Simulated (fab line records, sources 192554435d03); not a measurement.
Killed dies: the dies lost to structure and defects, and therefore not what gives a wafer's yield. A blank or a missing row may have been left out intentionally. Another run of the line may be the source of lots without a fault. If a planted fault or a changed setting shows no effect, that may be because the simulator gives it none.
fab line records + flow n5_finfet
record
- lots=4
- wafers=11
- last_day=18
route steps=1938 shown BEOL_M3@938 BEOL_M4@1111 PASSIVATION@1936
lots that met no fault: from a run of the same line without faults
start_h: hours from the record's first day to the start of the lot's first wafer shown + wait_h: hours elapsed since this lot's preceding step + " same as the row above + L1.1+2: a row that stands for several wafers + - value missing, or start not given + * or withheld: withheld + < > ~ a bound
route shown NAME@n: NAME is a module with steps in the file, n the number in the route of the first one + usual: mean/standard deviation of fault-free wafers + same: alike in all rows + chamber/n: place in a boat + sites: per-site readings + _std_site: standard deviation of those values + _edge_site: inner sites' mean taken away from outer sites' mean + radius_mm: how far each site lies from the wafer's centre + mask NAME#n: copy n + behind: the last tool/chamber to shape the wafer + hold: why the lot went on hold/how many hours it stayed there/how the hold came to an end + device: names the non-switching transistor (n, p or np) + end of line: tests of these same wafers at the route's end + a step without rows: its recipe alone + killed: at the first sort, the dies lost to defects and structure; wafer yield is something else + map: the dies of a wafer, with x for killed, . for not killed, _ for no die there
set.NAME: the setting as run; set.NAME@STEP: as run at that earlier step + model.NAME: the simulator's own value behind a step, which no gauge read
lots at some steps of the route; a table a step, a row a wafer
services: when a tool's chamber went out of use (start_h, in hours from the record's first day, below 0 if earlier), for how many hours, and the reason
## steps
# step N5_BEOL_M3_COAT_05
# recipe
- resist=CAR-EUV
- spin_rpm=1500
- resist_thk_nm=30
# step N5_BEOL_M3_EBR_07
# recipe
- solvent=PGMEA
- ebr_width_mm=1.5
# step N5_BEOL_M3_SOFTBAKE_06
# recipe
- temp_c=110
- time_s=60
- resist=CAR-EUV
# step N5_BEOL_M3_EXPOSE_08
# recipe
- mask_id=M3
- na=0.33
- source_shape=dipole
- sigma_inner=0.369
- sigma_outer=0.767
- polarization=unpolarized
- dose_mj=33
# step N5_BEOL_M3_PEB_09
# recipe
- peb_temp_c=100
- peb_time_s=60
- resist=CAR-EUV
# step N5_BEOL_M3_DEVELOP_10
# recipe
- develop_time_s=30
- developer=TMAH
- resist=CAR-EUV
- rinse_liquid=surfactant_rinse
- dry=air_spin
- dev_temp_c=23
# step N5_BEOL_M3_DESCUM_16
# recipe
- chemistry=O2
- time_s=7
- source_power_w=50
- bias_power_w=20
- pressure_mtorr=20
- rf_frequency_hz=2.712e+07
- temp_c=40
- resist=CAR-EUV
- o2_flow_sccm=225
# step N5_BEOL_M3_ETCH_74
# recipe
- chemistry=N2/H2
- target=underlayer
- target_depth_a=65
- mask_material=CAR-EUV
- time_s=5.2
- ion_energy_ev=200
- pressure_mtorr=30
- source_w=840
- bias_w=150
- n2_flow_sccm=200
- h2_flow_sccm=200
- ends=cleared
# step N5_BEOL_M3_ETCH_63
# recipe
- chemistry=CF4
- target=SiARC
- target_depth_a=156
- mask_material=CAR-EUV
- time_s=26
- ion_energy_ev=80
- pressure_mtorr=40
- source_w=545
- bias_w=36
- Ar_flow_sccm=100
- cf4_flow_sccm=100
- ends=cleared
# step N5_BEOL_M3_ETCH_64
# recipe
- chemistry=N2/H2
- target=SOC
- target_depth_a=750
- overetch_a=150
- mask_material=SiARC
- temp_c=40
- time_s=112.5
- ion_energy_ev=200
- pressure_mtorr=30
- source_w=840
- bias_w=150
- n2_flow_sccm=200
- h2_flow_sccm=200
# usual
- drypump_motor_current_A=6.0/0.39
- oes_product_au=0.63/0.071
- rf_vpp_V=523.7/2.5
- showerhead_plenum_p_Torr=2.53/0.08
- throttle_valve_pct=17.76/0.27
| lot.wafer | tool        | chamber | start_h | wait_h | drypump_motor_current_A | oes_product_au | rf_hours_counter_h | rf_vpp_V | showerhead_plenum_p_Torr | throttle_valve_pct |
|-----------|-------------|---------|---------|--------|-------------------------|----------------|--------------------|----------|--------------------------|--------------------|
| L908.1    | rie_diel-02 | 3       | 197.38  | 0.0    | 5.9                     | 0.59           | 185                | 518.7    | 2.43                     | 17.70              |
| L908.2    | "           | 2       | "       | "      | 5.7                     | 0.53           | 248                | 520.3    | 2.40                     | 18.24              |
| L908.5    | "           | 0       | "       | "      | 6.7                     | 0.68           | -                  | 524.0    | 2.58                     | 17.29              |
| L910.1    | rie_diel-02 | 0       | 204.63  | 0.0    | 6.6                     | 0.68           | 60                 | 524.9    | 2.58                     | 17.33              |
| L910.3    | "           | 3       | "       | "      | 5.8                     | 0.59           | 188                | 520.5    | 2.43                     | 17.72              |
| L910.5    | "           | 0       | "       | "      | 6.7                     | 0.68           | -                  | 525.1    | 2.58                     | 17.31              |
| L921.1    | rie_diel-02 | 3       | 278.55  | 0.0    | 5.8                     | 0.58           | 205                | 520.8    | 2.42                     | 17.76              |
| L921.5    | "           | 3       | "       | "      | 5.9                     | 0.58           | -                  | 520.4    | 2.42                     | 17.75              |
| L920.1    | rie_diel-01 | 2       | 290.15  | 0.0    | 6.0                     | 0.56           | 196                | 526.7    | 2.62                     | 18.03              |
| L920.2    | "           | 3       | "       | "      | 5.8                     | 0.55           | 228                | 523.7    | 2.51                     | 18.04              |
| L920.4    | "           | 1       | "       | "      | 6.1                     | 0.68           | 58                 | 521.4    | 2.47                     | 17.81              |
# step N5_BEOL_M3_STRIP_65
# recipe
- chemistry=N2/H2
- temp_c=40
- n2_flow_sccm=200
- h2_flow_sccm=200
- rf_frequency_hz=6e+07
# step N5_BEOL_M3_STRIP_75
# recipe
- chemistry=N2/H2
- temp_c=40
- n2_flow_sccm=200
- h2_flow_sccm=200
- rf_frequency_hz=6e+07
# step N5_BEOL_M3_STRIP_66
# recipe
- chemistry=CF4
- resist=SiARC
- power_w=300
- bias_power_w=75
- pressure_mtorr=50
- cf4_flow_sccm=150
- rf_frequency_hz=6e+07
# step N5_BEOL_M3_HM_OPEN_17
# recipe
- chemistry=Cl2/BCl3
- target_depth_a=200
- overetch_a=60
- target=TiN
- mask_material=SOC
- ion_energy_ev=150
- pressure_mtorr=10
- icp_w=1000
- bias_w=126
- Cl2_flow_sccm=53.25
- bcl3_flow_sccm=21.75
- Ar_flow_sccm=25
# step N5_BEOL_M3_STRIP_19
# recipe
- chemistry=O2
- power_w=400
- temp_c=40
- pressure_mtorr=30
- rf_frequency_hz=6e+07
- bias_power_w=0
- overash_fraction=0.2
- o2_flow_sccm=225
# step N5_BEOL_M3_COAT_67
# recipe
- resist=SOC
- temp_c=250
- time_s=60
- spin_rpm=1500
- resist_thk_nm=60
# step N5_BEOL_M3_COAT_68
# recipe
- resist=SiARC
- temp_c=220
- time_s=60
- spin_rpm=1500
- resist_thk_nm=12
# step N5_BEOL_M3_COAT_76
# recipe
- resist=underlayer
- temp_c=205
- time_s=60
- spin_rpm=1500
- resist_thk_nm=5
# step N5_BEOL_M3_COAT_22
# recipe
- resist=CAR-EUV
- spin_rpm=1500
- resist_thk_nm=30
# step N5_BEOL_M3_EBR_24
# recipe
- solvent=PGMEA
- ebr_width_mm=1.5
# step N5_BEOL_M3_SOFTBAKE_23
# recipe
- temp_c=110
- time_s=60
- resist=CAR-EUV
# step N5_BEOL_M3_EXPOSE_25
# recipe
- mask_id=V2
- na=0.33
- source_shape=quasar
- sigma_inner=0.2
- sigma_outer=0.8
- polarization=unpolarized
- defocus_nm=5
- dose_mj=63
# step N5_BEOL_M3_PEB_26
# recipe
- peb_temp_c=100
- peb_time_s=60
- resist=CAR-EUV
# step N5_BEOL_M3_DEVELOP_27
# recipe
- develop_time_s=30
- developer=TMAH
- resist=CAR-EUV
- rinse_liquid=surfactant_rinse
- dry=air_spin
- dev_temp_c=23
# step N5_BEOL_M3_INSPECT_30
# recipe
- mode=adi
- inspect_instrument=brightfield
# usual
- raw_defect_count=383/93
| lot.wafer | tool              | chamber | start_h | wait_h | raw_defect_count |
|-----------|-------------------|---------|---------|--------|------------------|
| L908.1    | defect_inspect-02 | -       | 198.26  | 0.1    | 1266             |
| L908.2    | "                 | -       | "       | "      | 1183             |
| L908.5    | "                 | -       | "       | "      | 1117             |
| L910.1    | defect_inspect-02 | -       | 205.64  | 0.1    | 1262             |
| L910.3    | "                 | -       | "       | "      | 1463             |
| L910.5    | "                 | -       | "       | "      | 1355             |
| L921.1    | defect_inspect-01 | -       | 279.43  | 0.1    | 303              |
| L921.5    | "                 | -       | "       | "      | 367              |
| L920.1    | defect_inspect-02 | -       | 290.92  | 0.1    | 244              |
| L920.2    | "                 | -       | "       | "      | 335              |
| L920.4    | "                 | -       | "       | "      | 432              |
# step N5_BEOL_M3_DESCUM_33
# recipe
- chemistry=O2
- time_s=7
- source_power_w=50
- bias_power_w=20
- pressure_mtorr=20
- rf_frequency_hz=2.712e+07
- temp_c=40
- resist=CAR-EUV
- o2_flow_sccm=225
# step N5_BEOL_M4_RC_MEAS_101
# usual
- DIBL_N=36.1/2
- DIBL_P=36.3/2.5
- IOFF_N=0.16/0.037
- IOFF_P=0.21/0.039
- ION_N=678/15
- ION_P=465/8.7
- SS_N=71.4/0.7
- SS_P=73.3/0.74
- VT_N=249/3.6
- VT_P=-250.0/2.9
| lot.wafer | tool      | chamber | start_h | wait_h | DIBL_N[mV/V] | DIBL_P[mV/V] | IOFF_N[nA/um] | IOFF_P[nA/um] | ION_N[uA/um] | ION_P[uA/um] | SS_N[mV/dec] | SS_P[mV/dec] | VT_N[mV] | VT_P[mV] |
|-----------|-----------|---------|---------|--------|--------------|--------------|---------------|---------------|--------------|--------------|--------------|--------------|----------|----------|
| L908.1    | prober-02 | 0       | 232.92  | 0.0    | 34.1         | 35.9         | 0.13          | 0.16          | 673          | 463          | 70.8         | 72.2         | 253      | -254.6   |
| L908.2    | "         | 0       | "       | "      | 34.2         | 36.3         | 0.13          | 0.16          | 677          | 459          | 70.8         | 72.2         | 252      | -255.3   |
| L908.5    | "         | 0       | "       | "      | 37.2         | 39.5         | 0.19          | 0.22          | 695          | 469          | 71.4         | 73.8         | 247      | -253.5   |
| L910.1    | prober-02 | 0       | 238.76  | 0.0    | 38.3         | 37.1         | 0.21          | 0.25          | 692          | 466          | 72.3         | 74.3         | 245      | -248.0   |
| L910.3    | "         | 0       | "       | "      | 36.3         | 35.6         | 0.16          | 0.21          | 692          | 472          | 72.3         | 73.4         | 250      | -250.9   |
| L910.5    | "         | 0       | "       | "      | 38.0         | 38.4         | 0.20          | 0.27          | 717          | 484          | 72.4         | 74.0         | 246      | -247.1   |
| L921.1    | prober-02 | 0       | 306.06  | 0.0    | 36.8         | 38.6         | 0.19          | 0.22          | 713          | 477          | 71.3         | 74.0         | 245      | -247.3   |
| L921.5    | "         | 0       | "       | "      | 36.4         | 38.1         | 0.18          | 0.21          | 700          | 469          | 70.8         | 73.5         | 247      | -251.2   |
| L920.1    | prober-02 | 0       | 318.63  | 0.0    | 37.6         | 38.3         | 0.21          | 0.28          | 701          | 476          | 71.8         | 74.5         | 244      | -245.1   |
| L920.2    | "         | 0       | "       | "      | 37.0         | 35.8         | 0.17          | 0.23          | 676          | 458          | 71.6         | 73.8         | 248      | -251.4   |
| L920.4    | "         | 0       | "       | "      | 37.3         | 36.7         | 0.19          | 0.25          | 683          | 461          | 71.7         | 73.7         | 244      | -249.8   |
# step N5_PASSIVATION_PROBE_49
# usual
- defect_limited_yield=91.1/1.3
- killed_at_M0_to_M3=32/9.7
- killed_at_M4_up=16/6
- killed_at_contacts=12/5.9
- killed_at_front_end=41/11
- killed_at_other=4/3.1
- killed_dies=104/16
- killed_open=68/12
- killed_short=34/7.4
- sort_bin_5_function=5.1/0.85
- sort_bin_6_memory=3.3/0.66
- sort_n_pass=1075/16
- sort_yield_pct=91.1/1.4
# same
- gross_dies=1180
- killed_at_back_side=0
- sort_bin_4_leakage[%]=0
- sort_bin_8_speed[%]=0
| lot.wafer | tool      | chamber | start_h | wait_h | defect_limited_yield[%] | killed_at_M0_to_M3 | killed_at_M4_up | killed_at_contacts | killed_at_front_end | killed_at_other | killed_dies | killed_open | killed_short | sort_bin_5_function[%] | sort_bin_6_memory[%] | sort_n_pass | sort_yield_pct[%] |
|-----------|-----------|---------|---------|--------|-------------------------|--------------------|-----------------|--------------------|---------------------|-----------------|-------------|-------------|--------------|------------------------|----------------------|-------------|-------------------|
| L908.1    | prober-01 | -       | 332.20  | 0.0    | 83.5                    | 132                | 10              | 20                 | 29                  | 4               | 195         | 44          | 35           | 10.7                   | 3.4                  | 985         | 83.5              |
| L908.2    | prober-01 | -       | 332.25  | 0.1    | 80.2                    | 177                | 9               | 16                 | 30                  | 2               | 234         | 46          | 37           | 11.0                   | 4.4                  | 946         | 80.2              |
| L908.5    | prober-01 | -       | 332.40  | 0.2    | 78.1                    | 167                | 17              | 20                 | 52                  | 2               | 258         | 70          | 44           | 12.9                   | 5.2                  | 922         | 78.1              |
| L910.1    | prober-02 | -       | 346.92  | 0.0    | 79.6                    | 172                | 13              | 10                 | 38                  | 8               | 241         | 60          | 33           | 12.2                   | 4.6                  | 939         | 79.6              |
| L910.3    | prober-02 | -       | 347.02  | 0.1    | 84.7                    | 133                | 13              | 8                  | 23                  | 3               | 180         | 43          | 21           | 8.4                    | 3.5                  | 1000        | 84.7              |
| L910.5    | prober-02 | -       | 347.12  | 0.2    | 80.4                    | 164                | 9               | 16                 | 39                  | 3               | 231         | 64          | 24           | 12.7                   | 3.7                  | 949         | 80.4              |
# killed by level:class
L908.1 BEOL_M3:unspecified=115 MOL_CONTACT_COAG:geometric_particle:open=15 FIN_SAQP:geometric_particle:short=9 FIN_SAQP:geometric_particle:open=7 BEOL_M0_SAQP:geometric_particle:short=6 MOL_CONTACT_COAG:geometric_particle:short=5 ILD0:geometric_particle:open=3 BEOL_M1:geometric_particle:short=3
L908.2 BEOL_M3:unspecified=146 FIN_SAQP:geometric_particle:short=15 MOL_CONTACT_COAG:geometric_particle:open=13 BEOL_M0_SAQP:geometric_particle:open=7 BEOL_M5:geometric_particle:open=6 BEOL_M1:geometric_particle:open=6 BEOL_M0_SAQP:geometric_particle:short=4 BEOL_M2:geometric_particle:open=4
L908.5 BEOL_M3:unspecified=142 FIN_SAQP:geometric_particle:short=15 MOL_CONTACT_COAG:geometric_particle:open=15 FIN_SAQP:geometric_particle:open=14 BEOL_M3:geometric_particle:open=10 MOL_CONTACT_COAG:geometric_particle:short=5 BEOL_M1:geometric_particle:short=5 BEOL_M4:geometric_particle:open=5
L910.1 BEOL_M3:unspecified=144 FIN_SAQP:geometric_particle:short=10 MOL_CONTACT_COAG:geometric_particle:open=8 BEOL_M0_SAQP:geometric_particle:short=6 BEOL_M1:geometric_particle:open=6 BEOL_M2:geometric_particle:open=6 BEOL_M4:geometric_particle:open=6 STARTING-WAFER:geometric_particle:open=5
L910.3 BEOL_M3:unspecified=112 BEOL_M1:geometric_particle:open=7 FIN_SAQP:geometric_particle:open=6 MOL_CONTACT_COAG:geometric_particle:open=6 BEOL_M3:geometric_particle:open=3 STI_FIN_REVEAL:geometric_particle:open=3 STI_FIN_REVEAL:geometric_particle:short=3 BEOL_M0_SAQP:geometric_particle:open=3
L910.5 BEOL_M3:unspecified=136 MOL_CONTACT_COAG:geometric_particle:open=14 FIN_SAQP:geometric_particle:open=7 BEOL_M2:geometric_particle:open=7 BEOL_M1:geometric_particle:open=6 HKMG_FIN:area_etch=6 SPACER0:geometric_particle:open=5 GATE_CUT:geometric_particle:short=5
# map L908.5 (x killed, . not)
_________________x...........________________
______________..............x..._____________
___________.............x..........__________
__________........x......x.....x...._________
________..........x........x...x......_______
_______........x......x.x..............______
______.xxxx........x......x.x..xx..x...._____
_____....x......xx...x..x...xxxxxxx......____
____.x.................xxxx..xxxxx........___
___......................x.xxxxxxxxxxx...x.__
___.........x........x...xxxxxxxxxxxx.x..x.__
__..x...........x.......xxxxxxxxxxxxxxx...x._
__.....xx.x.........xxx.xxxxxxxxxxxxx.....xx_
_x.x.xx................xxxxxxxxxxxxxxxx......
_..xx.......x.....x......xxxxxxxxxxxxx....x..
_..x...................xxxxxxxxxxxxxxxx......
_..x..................x..xxxxxxxxxxx.......x.
_..x....x..........x.x..x.xxxxxxxxx.......x..
_......x..x..............xx.xxxxx.xx..x......
_x..........xx.................xx.....x...x..
_...................x..........x......x......
__..........x............x....x..x.........._
__.xx..x.......x...x........................_
___......x.............x.x........xx.......__
___....x..................x...x......xx....__
____...................................x.x___
_____x.....x.............x...............____
______......x......................x...._____
_______..x............x..x..x..........______
________..x..........................._______
__________.........xx..x............_________
___________....x...................__________
______________...............x.._____________
_________________....x....xxx________________
# map L910.1 (x killed, . not)
_________________......x..x..________________
______________.x................_____________
___________...x.x.xx.........x.....__________
__________............x............x_________
________.........x........x..........._______
_______.....x..x................x......______
______...x................x.xx.xx.x....._____
_____..x..............x......xxxxxx.x....____
____..........x..........xxxxxxxxx...x..x.___
___......x...............xxxxxxxxxxxxxx....__
___..x..................xxxxxxxxxxxxxxx....__
__............x.......x.xxxxxxxxxxxxx.xxx..._
__.........x.x.........x.xxxxxxxxxxxxxx....._
_.......................xxxxxxxxxxxx.x..x....
_.....x..x.............xxxxxxxxxxxxxxxx...x.x
_.......x..x..xx.........xxxxxxxxxxxx...x....
_...x...............x...x.xx.xxxxxxxx.x......
_.......x.......x.........x..xxxxxxxxx.x.....
_..x.........................xxxx.........x..
_......................x......x.x..x.........
_......x.......x.x.........x.x.xx.....x.x....
__.xx........x.............................._
__........x..............x........x........._
___.............x...............x.....x..x.__
___......x..xx.x...........x.........x.....__
____.............x...x....................___
_____...........x.........x.........x.x..____
______..................x.x...x........._____
_______..x.x...........................______
________..x....x......................_______
__________.......................x.x_________
___________........................__________
______________.......x...x......_____________
_________________....x.....x.________________
## services
| tool        | chamber | start_h | hours | kind                          |
|-------------|---------|---------|-------|-------------------------------|
| rie_diel-01 | -       | 185.38  | 2.8   | pm                            |
| rie_diel-02 | 2       | 203.25  | -     | clean                         |
| rie_diel-02 | 2       | 203.25  | -     | consumable_replace:focus_ring |
| rie_diel-02 | 2       | 203.25  | -     | consumable_replace:showerhead |
| rie_diel-02 | 2       | 203.25  | 16.7  | scheduled_down                |
| rie_diel-02 | 2       | 203.25  | 16.7  | vent_cycle                    |
| rie_diel-01 | 1       | 203.57  | 9.8   | repair                        |
| rie_diel-01 | 3       | 254.41  | 9.7   | repair                        |
| rie_diel-02 | 3       | 255.88  | 9.2   | repair                        |
| rie_diel-01 | 3       | 275.10  | 4.1   | repair                        |
## key
first_sign
- step=N5_BEOL_M3_INSPECT_30
- reading=raw_defect_count
- direction=up
- sigmas=9.6
- usual=383
- struck=1274
effect
- step=N5_PASSIVATION_PROBE_49
- reading=killed_at_M0_to_M3
- direction=up
- sigmas=13
- usual=32
- struck=158
more_kills_born_at
- N5_BEOL_M3_ETCH_64@rie_diel-02=795
met_at N5_BEOL_M3_ETCH_64
struck_wafers L908.1,L908.2,L908.5,L910.1,L910.3,L910.5
fault
- kind=chamber_particle_source
- tool=rie_diel-02
- chamber=-
- onset_h=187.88
- steps=N5_BEOL_M3_ETCH_64
- rate_per_visit_cm2=1.3344
- end_h=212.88
